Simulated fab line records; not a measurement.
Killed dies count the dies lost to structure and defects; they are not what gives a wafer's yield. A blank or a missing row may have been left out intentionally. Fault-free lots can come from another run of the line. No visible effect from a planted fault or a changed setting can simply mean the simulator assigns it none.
What tool caused it? + flow n5-finfet + 24 lots with 72 wafers sampled at 5 steps, on a route of 1938 steps

## WHAT EACH GAUGE READ, for each wafer
N5_BEOL_M11_OVL_MEAS_29.
| lot  | measured     | on         | V10_OVL (nm)   |
|------|--------------|------------|----------------|
| L074 | day 10 03:26 | overlay-01 | 0.0 0.8 -0.6   |
| L075 | day 11 05:38 | overlay-01 | -0.5 -1.1 -0.6 |
| L076 | day 11 19:31 | overlay-02 | 0.2 0.9 0.5    |
| L077 | day 11 19:40 | overlay-02 | 1.3 -0.1 1.9   |
| L078 | day 12 02:13 | overlay-02 | -0.7 -1.0 -0.8 |
| L082 | day 12 18:01 | overlay-01 | -0.4 0.4 0.7   |
| L080 | day 12 18:11 | overlay-02 | 0.9 0.1 0.5    |
| L079 | day 12 18:22 | overlay-02 | -0.1 -0.6 -0.4 |
| L085 | day 13 04:11 | overlay-02 | 0.7 -0.4 0.2   |
| L081 | day 13 04:21 | overlay-02 | 0.4 0.6 0.8    |
| L083 | day 13 11:24 | overlay-02 | 1.2 0.1 0.8    |
| L084 | day 13 13:07 | overlay-02 | 1.4 1.8 0.7    |
| L087 | day 13 18:34 | overlay-02 | -1.2 -1.0 -1.2 |
| L088 | day 13 20:34 | overlay-02 | 0.1 1.6 1.0    |
| L086 | day 13 20:52 | overlay-02 | -0.9 0.2 -0.5  |
| L089 | day 14 10:55 | overlay-02 | 0.7 0.4 0.4    |
| L090 | day 15 07:01 | overlay-02 | -1.0 0.3 -1.0  |
| L093 | day 15 14:15 | overlay-02 | -1.0 -0.1 -0.4 |
| L091 | day 15 14:25 | overlay-01 | 0.3 0.4 0.6    |
| L092 | day 15 20:17 | overlay-02 | 0.1 0.8 0.9    |
| L094 | day 15 22:02 | overlay-01 | 1.0 0.7 0.4    |
| L095 | day 16 18:47 | overlay-01 | -0.9 -0.8 -0.2 |
| L096 | day 17 06:23 | overlay-02 | -0.2 0.7 0.2   |
| L097 | day 17 08:56 | overlay-02 | 0.5 -0.1 0.3   |

N5_BEOL_M12_CD_MEAS_17: target cd 140 nm.
| lot  | measured     | on        | cd-nm (nm)        |
|------|--------------|-----------|-------------------|
| L074 | day 10 09:33 | cd-sem-02 | 138.3 141.0 140.8 |
| L075 | day 11 11:22 | cd-sem-03 | 141.4 141.6 142.5 |
| L076 | day 11 23:52 | cd-sem-02 | 138.1 136.2 137.9 |
| L077 | day 12 01:04 | cd-sem-01 | 141.1 140.3 137.8 |
| L078 | day 12 07:41 | cd-sem-03 | 135.3 135.2 136.9 |
| L082 | day 13 00:43 | cd-sem-03 | 141.1 140.4 137.6 |
| L080 | day 13 00:04 | cd-sem-03 | 142.4 142.0 142.2 |
| L079 | day 13 01:03 | cd-sem-03 | 144.4 141.4 141.2 |
| L085 | day 13 08:36 | cd-sem-01 | 144.7 142.5 140.7 |
| L081 | day 13 09:01 | cd-sem-01 | 138.7 140.4 137.7 |
| L083 | day 13 16:07 | cd-sem-01 | 137.8 137.3 138.9 |
| L084 | day 13 18:13 | cd-sem-01 | 139.7 139.3 140.8 |
| L087 | day 13 22:54 | cd-sem-01 | 141.0 141.7 140.2 |
| L088 | day 14 02:36 | cd-sem-03 | 141.4 138.3 137.1 |
| L086 | day 14 02:43 | cd-sem-01 | 141.8 143.9 140.8 |
| L089 | day 14 18:50 | cd-sem-01 | 139.7 142.6 139.9 |
| L090 | day 15 12:48 | cd-sem-02 | 142.9 141.2 140.0 |
| L093 | day 15 19:10 | cd-sem-02 | 138.5 140.6 141.5 |
| L091 | day 15 19:53 | cd-sem-01 | 136.0 137.6 136.8 |
| L092 | day 16 00:33 | cd-sem-01 | 138.7 140.1 140.3 |
| L094 | day 16 03:07 | cd-sem-03 | 140.0 137.6 140.5 |
| L095 | day 17 01:22 | cd-sem-03 | 139.1 141.1 139.4 |
| L096 | day 17 12:24 | cd-sem-01 | 138.6 138.8 140.2 |
| L097 | day 17 13:02 | cd-sem-01 | 138.8 138.7 137.9 |

## WHAT TOOL EACH LOT RAN ON (gives the tool, then ch and the chambers of the sampled wafers, and finally the start)
| lot  | N5_BEOL_M11_DEGAS_44         | N5_BEOL_M11_SPUTTER_48       | N5_BEOL_M11_CMP_52            |
|------|------------------------------|------------------------------|-------------------------------|
| L074 | pvd-sputter-02, day 10 06:48 | pvd-sputter-02, day 10 07:30 | cmp-02 ch 0,2, day 10 08:02   |
| L075 | pvd-sputter-01, day 11 06:55 | pvd-sputter-02, day 11 09:06 | cmp-01 ch 1,3, day 11 09:41   |
| L076 | pvd-sputter-01, day 11 20:45 | pvd-sputter-02, day 11 21:23 | cmp-02 ch 0,1,2, day 11 22:26 |
| L077 | pvd-sputter-01, day 11 21:04 | pvd-sputter-03, day 11 21:43 | cmp-04 ch 1,3, day 11 23:16   |
| L078 | pvd-sputter-02, day 12 04:05 | pvd-sputter-01, day 12 04:40 | cmp-04 ch 0,2,3, day 12 06:13 |
| L082 | pvd-sputter-03, day 12 21:41 | pvd-sputter-03, day 12 22:21 | cmp-01 ch 0,2,3, day 12 22:58 |
| L080 | pvd-sputter-01, day 12 19:34 | pvd-sputter-03, day 12 21:56 | cmp-01 ch 0,2,3, day 12 22:37 |
| L079 | pvd-sputter-01, day 12 21:47 | pvd-sputter-01, day 12 22:28 | cmp-04 ch 1,2,3, day 12 23:10 |
| L085 | pvd-sputter-01, day 13 05:46 | pvd-sputter-02, day 13 06:27 | cmp-01 ch 0,1, day 13 07:02   |
| L081 | pvd-sputter-02, day 13 06:16 | pvd-sputter-01, day 13 06:50 | cmp-02 ch 0,1,3, day 13 07:29 |
| L083 | pvd-sputter-03, day 13 12:50 | pvd-sputter-01, day 13 13:50 | cmp-04 ch 0,1,3, day 13 14:40 |
| L084 | pvd-sputter-01, day 13 14:40 | pvd-sputter-03, day 13 15:32 | cmp-04 ch 2,3, day 13 16:43   |
| L087 | pvd-sputter-02, day 13 20:05 | pvd-sputter-03, day 13 20:44 | cmp-04 ch 1,2,3, day 13 21:20 |
| L088 | pvd-sputter-03, day 13 23:37 | pvd-sputter-03, day 14 00:19 | cmp-01 ch 0,1,2, day 14 00:53 |
| L086 | pvd-sputter-03, day 13 23:42 | pvd-sputter-03, day 14 00:26 | cmp-04 ch 1,2,3, day 14 01:02 |
| L089 | pvd-sputter-02, day 14 12:30 | pvd-sputter-02, day 14 16:40 | cmp-01 ch 0,1, day 14 17:12   |
| L090 | pvd-sputter-01, day 15 08:23 | pvd-sputter-01, day 15 10:41 | cmp-04 ch 1,2,3, day 15 11:17 |
| L093 | pvd-sputter-02, day 15 15:19 | pvd-sputter-01, day 15 16:25 | cmp-02 ch 0,1, day 15 17:07   |
| L091 | pvd-sputter-03, day 15 15:45 | pvd-sputter-01, day 15 17:02 | cmp-01 ch 1,2,3, day 15 17:40 |
| L092 | pvd-sputter-02, day 15 21:44 | pvd-sputter-01, day 15 22:20 | cmp-04 ch 0,3, day 15 22:53   |
| L094 | pvd-sputter-03, day 16 00:13 | pvd-sputter-02, day 16 01:02 | cmp-01 ch 0,2,3, day 16 01:40 |
| L095 | pvd-sputter-02, day 16 20:20 | pvd-sputter-03, day 16 22:44 | cmp-02 ch 0,2, day 16 23:18   |
| L096 | pvd-sputter-01, day 17 09:15 | pvd-sputter-01, day 17 10:07 | cmp-02 ch 0,1,2, day 17 10:38 |
| L097 | pvd-sputter-01, day 17 10:11 | pvd-sputter-03, day 17 10:48 | cmp-02 ch 0,2,3, day 17 11:32 |
- N5_BEOL_M11_DEGAS_44: time 60 s.
- N5_BEOL_M11_SPUTTER_48: material Cu, target thk 12 nm, time 2 s.
- N5_BEOL_M11_CMP_52: polishes, stops on SiCOH lowk, t overpolish 7 s, target thk 140 nm.

## WHAT THE TOOLS THEMSELVES READ (means of the sampled wafers that have a number; where no wafer has one, the mark that the record gives instead)
N5_BEOL_M11_DEGAS_44.
| lot  | tool           | heater-power-w (W) |
|------|----------------|--------------------|
| L074 | pvd-sputter-02 | 348                |
| L075 | pvd-sputter-01 | 341                |
| L076 | pvd-sputter-01 | 299                |
| L077 | pvd-sputter-01 | 342                |
| L078 | pvd-sputter-02 | 355                |
| L082 | pvd-sputter-03 | 327                |
| L080 | pvd-sputter-01 | 346                |
| L079 | pvd-sputter-01 | 323                |
| L085 | pvd-sputter-01 | 348                |
| L081 | pvd-sputter-02 | 343                |
| L083 | pvd-sputter-03 | 336                |
| L084 | pvd-sputter-01 | 338                |
| L087 | pvd-sputter-02 | 348                |
| L088 | pvd-sputter-03 | 345                |
| L086 | pvd-sputter-03 | 358                |
| L089 | pvd-sputter-02 | 362                |
| L090 | pvd-sputter-01 | 302                |
| L093 | pvd-sputter-02 | 360                |
| L091 | pvd-sputter-03 | 336                |
| L092 | pvd-sputter-02 | 353                |
| L094 | pvd-sputter-03 | 334                |
| L095 | pvd-sputter-02 | 363                |
| L096 | pvd-sputter-01 | 337                |
| L097 | pvd-sputter-01 | 325                |

N5_BEOL_M11_SPUTTER_48.
| lot  | tool           | throttle-valve-pct (%) |
|------|----------------|------------------------|
| L074 | pvd-sputter-02 | 29.0                   |
| L075 | pvd-sputter-02 | 29.5                   |
| L076 | pvd-sputter-02 | 29.3                   |
| L077 | pvd-sputter-03 | 30.2                   |
| L078 | pvd-sputter-01 | 31.0                   |
| L082 | pvd-sputter-03 | 30.2                   |
| L080 | pvd-sputter-03 | 30.0                   |
| L079 | pvd-sputter-01 | 30.1                   |
| L085 | pvd-sputter-02 | 30.2                   |
| L081 | pvd-sputter-01 | 30.9                   |
| L083 | pvd-sputter-01 | 29.9                   |
| L084 | pvd-sputter-03 | 30.4                   |
| L087 | pvd-sputter-03 | 30.4                   |
| L088 | pvd-sputter-03 | 30.2                   |
| L086 | pvd-sputter-03 | 30.1                   |
| L089 | pvd-sputter-02 | 29.1                   |
| L090 | pvd-sputter-01 | 30.1                   |
| L093 | pvd-sputter-01 | 30.2                   |
| L091 | pvd-sputter-01 | 30.8                   |
| L092 | pvd-sputter-01 | 31.7                   |
| L094 | pvd-sputter-02 | 30.7                   |
| L095 | pvd-sputter-03 | 30.2                   |
| L096 | pvd-sputter-01 | 30.0                   |
| L097 | pvd-sputter-03 | 30.4                   |

N5_BEOL_M11_CMP_52.
| lot  | tool   | barrier-field-endpoint-s (s) | head-pressure-psi (psi) | motor-current-A (A) | overpolish-run-s (s) | time-to-endpoint-s (s) |
|------|--------|------------------------------|-------------------------|---------------------|----------------------|------------------------|
| L074 | cmp-02 | 28.6                         | 0.9994                  | 5.8                 | 7.005                | 66.5                   |
| L075 | cmp-01 | 28.1                         | 0.9982                  | 6.5                 | 6.990                | 66.4                   |
| L076 | cmp-02 | 28.1                         | 1.0028                  | 5.4                 | 6.994                | 65.8                   |
| L077 | cmp-04 | 29.1                         | 0.9999                  | 6.5                 | 7.003                | 66.9                   |
| L078 | cmp-04 | 28.8                         | 0.9973                  | 6.7                 | 6.999                | 66.9                   |
| L082 | cmp-01 | 28.2                         | 1.0000                  | 6.5                 | 7.005                | 64.0                   |
| L080 | cmp-01 | 28.5                         | 1.0022                  | 6.4                 | 6.996                | 64.1                   |
| L079 | cmp-04 | 29.3                         | 0.9991                  | 6.3                 | 6.992                | 69.7                   |
| L085 | cmp-01 | 28.2                         | 1.0001                  | 5.6                 | 7.011                | 64.7                   |
| L081 | cmp-02 | 30.4                         | 1.0004                  | 5.4                 | 7.009                | 70.9                   |
| L083 | cmp-04 | 29.0                         | 0.9992                  | 6.6                 | 7.015                | 66.2                   |
| L084 | cmp-04 | 29.0                         | 0.9985                  | 6.6                 | 7.001                | 66.0                   |
| L087 | cmp-04 | 28.5                         | 1.0004                  | 6.5                 | 7.000                | 66.7                   |
| L088 | cmp-01 | 28.1                         | 0.9991                  | 6.5                 | 7.009                | 63.4                   |
| L086 | cmp-04 | 29.2                         | 0.9996                  | 6.2                 | 6.997                | 68.4                   |
| L089 | cmp-01 | 28.2                         | 0.9995                  | 5.8                 | 7.014                | 63.1                   |
| L090 | cmp-04 | 28.4                         | 1.0003                  | 6.1                 | 7.000                | 67.4                   |
| L093 | cmp-02 | 29.1                         | 0.9993                  | 5.7                 | 6.999                | 66.8                   |
| L091 | cmp-01 | 28.4                         | 1.0002                  | 6.8                 | 6.989                | 67.8                   |
| L092 | cmp-04 | 29.7                         | 0.9989                  | 7.1                 | 7.011                | 68.4                   |
| L094 | cmp-01 | 29.3                         | 1.0020                  | 6.3                 | 7.012                | 67.7                   |
| L095 | cmp-02 | 28.0                         | 1.0018                  | 5.5                 | 7.001                | 64.2                   |
| L096 | cmp-02 | 28.1                         | 0.9999                  | 5.4                 | 7.000                | 65.3                   |
| L097 | cmp-02 | 28.6                         | 1.0001                  | 5.3                 | 7.003                | 65.7                   |

## THE ANSWER, worked out from the rows above alone
Rule: the lots themselves supply what counts as usual. Put in order of their means at a reading, lots are off if they are a third of the lots or fewer, leave a main group of 4 or more, and stand apart from it by a gap of 3 or more times the standard deviation of the main group's means; of several such gaps the widest counts. The tables above print the reading to a certain number of digits; a main group whose means all agree to those digits is not used. A lot without any number at a reading at which 4 lots or more have one is off too. Where the step has rows for the other lots, those lots are counted as sound. Order of review: gauges by route order, followed by the tools' own readings, for which a lot's mean as printed above is used. At the first step where some lot is off, the reading lying furthest off is the one used; lots without a number count as furthest.
Nothing can be told from this: no lot is off at any reading shown.

## WHAT HAD BEEN PUT IN BY THE SIMULATOR
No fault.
